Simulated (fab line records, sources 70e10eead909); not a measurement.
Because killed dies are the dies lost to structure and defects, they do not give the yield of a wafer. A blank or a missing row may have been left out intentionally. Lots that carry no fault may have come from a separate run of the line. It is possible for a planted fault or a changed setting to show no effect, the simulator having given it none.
Matching of chambers	flow nand harc	NHARC_P_M0_DEP_32 on pecvd-02 has 3 sister chambers
The step deposits SiCN, target thk 30 nm. 16 wafers are shown with their chamber, then 8 later ones without.

WAFERS PAIRED WITH THEIR CHAMBERS
wafer	chamber	heater power w (W)
L084.1	2	732
L084.3	0	534
L084.6	0	521
L087.2	1	578
L087.3	2	660
L087.5	1	580
L088.2	0	579
L088.4	2	690
L088.5	0	586
L090.2	0	661
L090.3	2	731
L090.4	0	667
L091.2	0	574
L091.4	1	667
L091.5	2	699
L093.1	1	640

SIGNATURES (averages over the wafers above)
reading	chamber 0	chamber 1	chamber 2	scatter within a chamber
heater power w	588.86	616.25	702.40	47.1
Rule: for a wafer and a chamber, the distance is found by dividing, reading by reading, the gap between the wafer's reading and the chamber's mean by the reading's scatter, squaring, summing and taking the root. If the next closest chamber is less than 2 further off than the closest, the wafer can't be placed; otherwise it belongs to the closest. The scatter: take each reading less its chamber's mean, square it, sum over the shown wafers, divide by the number of wafers less the number of chambers, and take the root.

WAFERS WHOSE CHAMBER IS MISSING
wafer	heater power w (W)
L093.4	716
L093.6	634
L097.1	640
L097.4	616
L097.5	627
L096.2	566
L096.5	581
L096.6	705

THE CHAMBER EACH PASSED THROUGH
wafer	from the rows above	in truth
L093.4	can't be placed: 2 or 1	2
L093.6	can't be placed: 1 or 0 or 2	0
L097.1	can't be placed: 1 or 0 or 2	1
L097.4	can't be placed: 1 or 0 or 2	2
L097.5	can't be placed: 1 or 0 or 2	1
L096.2	can't be placed: 0 or 1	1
L096.5	can't be placed: 0 or 1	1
L096.6	can't be placed: 2 or 1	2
Placed correctly: 0 of 8. Unplaceable from these rows: 8, with the true chamber sitting among the candidates in 8. 0 placed wrongly.
